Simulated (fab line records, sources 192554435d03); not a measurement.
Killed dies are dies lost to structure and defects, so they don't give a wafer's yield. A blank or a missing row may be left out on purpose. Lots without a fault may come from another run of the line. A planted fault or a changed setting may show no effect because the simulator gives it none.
Chamber matching | flow n5_finfet | N5_BEOL_M8_ILD_DEP_00 on pecvd-01: 3 sister chambers
The step deposits SiCOH lowk from DEMS/porogen, target thk 179.75 nm, time 33.4 s. 3 wafers are shown with their chamber, then 7 later ones without.

WAFERS WITH THEIR CHAMBER
wafer  | chamber | throttle_valve_pct (%)
L086.5 | 0       | 14.0
L088.1 | 1       | 14.4
L088.2 | 2       | 13.4

WAFERS WITHOUT THEIR CHAMBER
wafer  | throttle_valve_pct (%)
L088.4 | 13.3
L091.2 | 14.0
L091.3 | 13.9
L091.6 | 14.0
L097.3 | 14.2
L097.4 | 13.9
L097.5 | 14.0

WHICH CHAMBER EACH WENT THROUGH
wafer  | from the rows above     | in truth
L088.4 | 2                       | 2
L091.2 | 0                       | 0
L091.3 | 0                       | 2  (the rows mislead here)
L091.6 | 0                       | 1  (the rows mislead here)
L097.3 | can't be placed: 0 or 1 | 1
L097.4 | 0                       | 0
L097.5 | 0                       | 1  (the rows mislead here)
Placed correctly: 3 of 7. Can't be placed from these rows: 1 (the true chamber is among the candidates in 1). Placed wrongly: 3.
How it was worked out, from the rows above alone: a wafer's distance from a chamber is the root of the sum, over the readings, of the square of ((its reading less the chamber's mean) divided by the reading's scatter). The wafer belongs to the nearest chamber; if the next one is less than 2 further off, it can't be placed. A chamber's mean is the mean of its shown wafers. The scatter: with one shown wafer a chamber, the root of the mean of the squares of how far each hidden wafer lies from its nearest shown one.
